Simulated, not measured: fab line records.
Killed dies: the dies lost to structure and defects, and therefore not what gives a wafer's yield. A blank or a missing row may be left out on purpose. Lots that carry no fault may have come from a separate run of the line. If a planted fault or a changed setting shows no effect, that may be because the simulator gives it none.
Split-lot experiment / flow n5Finfet / route with 1938 steps; 7 lots, 21 wafers read

== ON THE SPLIT ==
At N5_BEOL_M6_EXPOSE_25 (exposes mask V5, target cd 40 nm), the setting doseMj was moved away from the recipe's 45 on 8 of the 21 wafers read, by -7.4% to +5.3%. All remaining wafers had this setting at the recipe value.

== FROM THE SPLIT TO THE READING: what the file shows between them, 2 steps ==
- N5_BEOL_M6_PEB_26: peb time 60 s
- N5_BEOL_M6_DEVELOP_27: develop time 30 s

== THE READING ==
cdNm, in nm, at N5_BEOL_M6_CD_MEAS_28 (target cd 40 nm). A value of 40.04 nm with a standard deviation of 0.23 nm is what fault-free wafers of this fab line usually give.

wafer=L077.2; tool, chamber at the split=euvScanner-01, 0; doseMj as run=41.74; against the recipe=-7.2%; cdNm, nm=38.28; against lot-mates on the recipe=-1.74
wafer=L077.3; tool, chamber at the split=euvScanner-01, 0; doseMj as run=45; against the recipe=recipe; cdNm, nm=39.82; against lot-mates on the recipe=-
wafer=L077.5; tool, chamber at the split=euvScanner-01, 0; doseMj as run=45; against the recipe=recipe; cdNm, nm=40.23; against lot-mates on the recipe=-
wafer=L080.2; tool, chamber at the split=euvScanner-02, 0; doseMj as run=42.85; against the recipe=-4.8%; cdNm, nm=38.80; against lot-mates on the recipe=-1.24
wafer=L080.4; tool, chamber at the split=euvScanner-02, 0; doseMj as run=45; against the recipe=recipe; cdNm, nm=40.01; against lot-mates on the recipe=-
wafer=L080.6; tool, chamber at the split=euvScanner-02, 0; doseMj as run=45; against the recipe=recipe; cdNm, nm=40.07; against lot-mates on the recipe=-
wafer=L083.3; tool, chamber at the split=euvScanner-02, 0; doseMj as run=45; against the recipe=recipe; cdNm, nm=40.24; against lot-mates on the recipe=-
wafer=L083.5; tool, chamber at the split=euvScanner-02, 0; doseMj as run=45; against the recipe=recipe; cdNm, nm=39.90; against lot-mates on the recipe=-
wafer=L083.6; tool, chamber at the split=euvScanner-02, 0; doseMj as run=45; against the recipe=recipe; cdNm, nm=39.84; against lot-mates on the recipe=-
wafer=L090.1; tool, chamber at the split=euvScanner-01, 0; doseMj as run=45; against the recipe=recipe; cdNm, nm=40.21; against lot-mates on the recipe=-
wafer=L090.3; tool, chamber at the split=euvScanner-01, 0; doseMj as run=47.38; against the recipe=+5.3%; cdNm, nm=41.57; against lot-mates on the recipe=+1.36
wafer=L090.6; tool, chamber at the split=euvScanner-01, 0; doseMj as run=47.38; against the recipe=+5.3%; cdNm, nm=41.08; against lot-mates on the recipe=+0.87
wafer=L095.1; tool, chamber at the split=euvScanner-02, 0; doseMj as run=45; against the recipe=recipe; cdNm, nm=39.95; against lot-mates on the recipe=-
wafer=L095.2; tool, chamber at the split=euvScanner-02, 0; doseMj as run=45; against the recipe=recipe; cdNm, nm=39.98; against lot-mates on the recipe=-
wafer=L095.5; tool, chamber at the split=euvScanner-02, 0; doseMj as run=45; against the recipe=recipe; cdNm, nm=39.49; against lot-mates on the recipe=-
wafer=L096.2; tool, chamber at the split=euvScanner-01, 0; doseMj as run=45; against the recipe=recipe; cdNm, nm=39.83; against lot-mates on the recipe=-
wafer=L096.3; tool, chamber at the split=euvScanner-01, 0; doseMj as run=45.93; against the recipe=+2.1%; cdNm, nm=40.34; against lot-mates on the recipe=+0.51
wafer=L096.6; tool, chamber at the split=euvScanner-01, 0; doseMj as run=45.93; against the recipe=+2.1%; cdNm, nm=40.78; against lot-mates on the recipe=+0.95
wafer=L097.1; tool, chamber at the split=euvScanner-02, 0; doseMj as run=45; against the recipe=recipe; cdNm, nm=40.03; against lot-mates on the recipe=-
wafer=L097.2; tool, chamber at the split=euvScanner-02, 0; doseMj as run=41.65; against the recipe=-7.4%; cdNm, nm=38.49; against lot-mates on the recipe=-1.54
wafer=L097.3; tool, chamber at the split=euvScanner-02, 0; doseMj as run=41.65; against the recipe=-7.4%; cdNm, nm=38.60; against lot-mates on the recipe=-1.43

FIT RESULTS
A straight line over all 21 wafers: cdNm changes by +0.225 nm for each +1% of doseMj; r = +0.96; the points scatter about the line by 0.22 nm.
The same after taking each lot's own level away (the mean of its wafers on the recipe; 21 wafers): +0.222 nm for each +1%; r = +0.97; scatter 0.21 nm.
The reading moves by 1.7 nm for the largest change in doseMj, on that fit.
The span of the lots' own levels, 39.807 to 40.210 nm, comes to 1.8 times the standard deviation stated above.
So the lot-to-lot level changes the slope little: the two slopes agree.
Check: with one of the wafers moved furthest among these (-7.4%) left out of the fit, the line predicts -1.66 nm for it against its lot-mates. It came out at -1.54 nm against them.

== OTHER SPLITS ON THESE WAFERS ==
Note: prior to the reading, these wafers also went through further splits. Each is held against what the fit with the lots' levels taken away leaves over:
other split on the same wafers=N5_BEOL_M1_EXPOSE_25 doseMj; wafers away from the commonest value=6; r with cdNm (lot level and that fit taken away)=-0.14
other split on the same wafers=N5_BEOL_M3_TRENCH_ETCH_37 timeS; wafers away from the commonest value=4; r with cdNm (lot level and that fit taken away)=+0.09
other split on the same wafers=N5_BEOL_M3_ETCH_41 targetDepthA; wafers away from the commonest value=8; r with cdNm (lot level and that fit taken away)=+0.17
other split on the same wafers=N5_BEOL_M3_SPUTTER_86 timeS; wafers away from the commonest value=6; r with cdNm (lot level and that fit taken away)=+0.12
other split on the same wafers=N5_BEOL_M4_ETCH_70 timeS; wafers away from the commonest value=5; r with cdNm (lot level and that fit taken away)=+0.22
other split on the same wafers=N5_BEOL_M5_COAT_74 spinRpm; wafers away from the commonest value=5; r with cdNm (lot level and that fit taken away)=-0.30
other split on the same wafers=N5_BEOL_M5_COAT_22 spinRpm; wafers away from the commonest value=6; r with cdNm (lot level and that fit taken away)=+0.17
other split on the same wafers=N5_BEOL_M6_ETCH_62 biasW; wafers away from the commonest value=9; r with cdNm (lot level and that fit taken away)=-0.05

== THE WHOLE CHAIN: every reading that the file lists as answering this split, in the file's order ==
step=N5_BEOL_M6_CD_MEAS_28; what it does=target cd 40 nm; reading=cdNm; change (the file's fit)=+0.227 nm for each +1% of the setting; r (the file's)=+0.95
step=N5_BEOL_M6_DESCUM_33; what it does=chemistry O2, time 7 s; reading=BEOL_M6.cdNm (the simulator's own value, which no gauge read); change (the file's fit)=+0.248 nm for each +1% of the setting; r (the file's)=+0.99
step=N5_BEOL_M6_ETCH_72; what it does=etches underlayer in N2/H2, target depth 6.5 nm, time 5.2 s; reading=BEOL_M6.cdNm (the simulator's own value, which no gauge read); change (the file's fit)=+0.257 nm for each +1% of the setting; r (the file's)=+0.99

== THE FILE'S OWN FIT ==
cdNm changes by +0.227 nm for each +1% of doseMj, r = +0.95.
